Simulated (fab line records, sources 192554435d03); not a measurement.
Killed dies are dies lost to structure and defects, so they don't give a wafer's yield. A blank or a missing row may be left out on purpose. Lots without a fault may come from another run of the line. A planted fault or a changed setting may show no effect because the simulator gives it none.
A struck lot beside a sound one | flow n5_finfet | 17 steps out of a route of 1938
Sound: wafers L541.2, L541.4, L541.5. Struck: wafers L546.2, L546.3, L546.6. The cause comes at the end.
At each step with rows: each side's tool, then ch and its chambers, then its first start. Under that, the readings that differ: sound wafers | struck wafers | difference of the means | sigmas: that difference in standard deviations of wafers without a fault.
alike: readings whose means differ by less than 2 such deviations, and words and numbers that are the same on both sides. not compared: withheld readings, readings that some wafer has no value for, bounds like >300 that may hide the same value, and numbers for which the record gives no deviation and whose values overlap.
The two part at a step that has a row with sigmas, a row that says differs or no value, or rows on one side only. Numbers that don't overlap but have no deviation are shown without sigmas and don't part them. A reading that every wafer of one side lacks parts them only if that side has two wafers or more.

N5_ILD0_THK_MEAS_08:
  sound on film_metro-02, day 4 01:13; struck on film_metro-02, day 5 02:13
  alike: thk_nm
then, 1 step without rows for these wafers: N5_ILD0_PRECLEAN_10 (cleans in NF3:NH3, afs cycles 5, time 20 s, sublimation time 60 s).
N5_ILD0_ALD_15: deposits SiNx, target thk 24 nm, pulse time 1 s, ald cycles 480.
  sound on ald_sin-04 ch 2,3, day 4 02:08; struck on ald_sin-03 ch 1,2, day 5 03:15
  alike: heater_power_outer_w, heater_power_w, precursor_pulse_height_rel
N5_ILD0_CMP_12: polishes SiNx, stops on poly-Si, t overpolish 6 s, target thk 17.67 nm.
  sound on cmp-01 ch 2,3, day 4 04:20; struck on cmp-04 ch 0,2, day 5 05:29
  reading             | sound         | struck      | difference | sigmas
  motor_current_A (A) | 11.0 8.4 11.3 | 9.6 7.8 8.0 | -1.8       | -2
  alike: overpolish_run_s, time_to_endpoint_s
N5_ILD0_THK_MEAS_13:
  sound on film_metro-02, day 4 04:38; struck on film_metro-02, day 5 05:45
  alike: thk_nm
N5_ILD0_INSPECT_06: inspects for defects (darkfield).
  sound on defect_inspect-02, day 4 04:39; struck on defect_inspect-02, day 5 05:46
  alike: raw_defect_count
N5_SDB_HM_DEP_00: deposits SiNx from SiH4/NH3/N2, target thk 40 nm, time 35.3 s.
  sound on pecvd-01 ch 0,2, day 4 04:41; struck on pecvd-03 ch 0,2, day 5 05:49
  alike: heater_power_outer_w, heater_power_w, rf_fwd_power_W, showerhead_plenum_p_Torr, throttle_valve_pct
then, 5 steps without rows for these wafers: N5_SDB_COAT_03 (time 60 s, resist thk 100 nm); N5_SDB_COAT_04 (time 60 s, resist thk 18 nm); N5_SDB_COAT_05 (resist thk 90 nm); N5_SDB_EBR_07; N5_SDB_SOFTBAKE_06 (time 60 s).
N5_SDB_EXPOSE_08: exposes mask SDB.
  sound on arfi_scanner-02 ch 0, day 4 05:01; struck on arfi_scanner-01 ch 0, day 5 06:10
  reading              | sound             | struck            | difference | sigmas
  exposure_dose_mJ_cm2 | 49.96 49.94 49.96 | 46.05 46.07 46.05 | -3.90      | -21
  alike: mask, reticle_temp_C
then, 2 steps without rows for these wafers: N5_SDB_PEB_09 (peb time 60 s); N5_SDB_DEVELOP_10 (develop time 30 s).
N5_SDB_CD_MEAS_11: target cd 50 nm.
  sound on cd_sem-01 ch 0, day 4 05:08; struck on cd_sem-01 ch 0, day 5 06:17
  reading    | sound          | struck         | difference | sigmas
  cd_nm (nm) | 48.4 47.2 48.7 | 41.4 42.6 43.3 | -5.7       | -5
N5_SDB_OVL_MEAS_12:
  sound on overlay-01 ch 0, day 4 05:10; struck on overlay-02 ch 0, day 5 06:19
  reading      | sound        | struck         | difference | sigmas
  SDB_OVL (nm) | 0.2 -0.2 0.9 | -1.4 -0.9 -1.8 | -1.7       | -2

WHERE THEY PART
First at N5_ILD0_CMP_12; last, within this record, at N5_SDB_OVL_MEAS_12.

WHY: what the simulator had put in
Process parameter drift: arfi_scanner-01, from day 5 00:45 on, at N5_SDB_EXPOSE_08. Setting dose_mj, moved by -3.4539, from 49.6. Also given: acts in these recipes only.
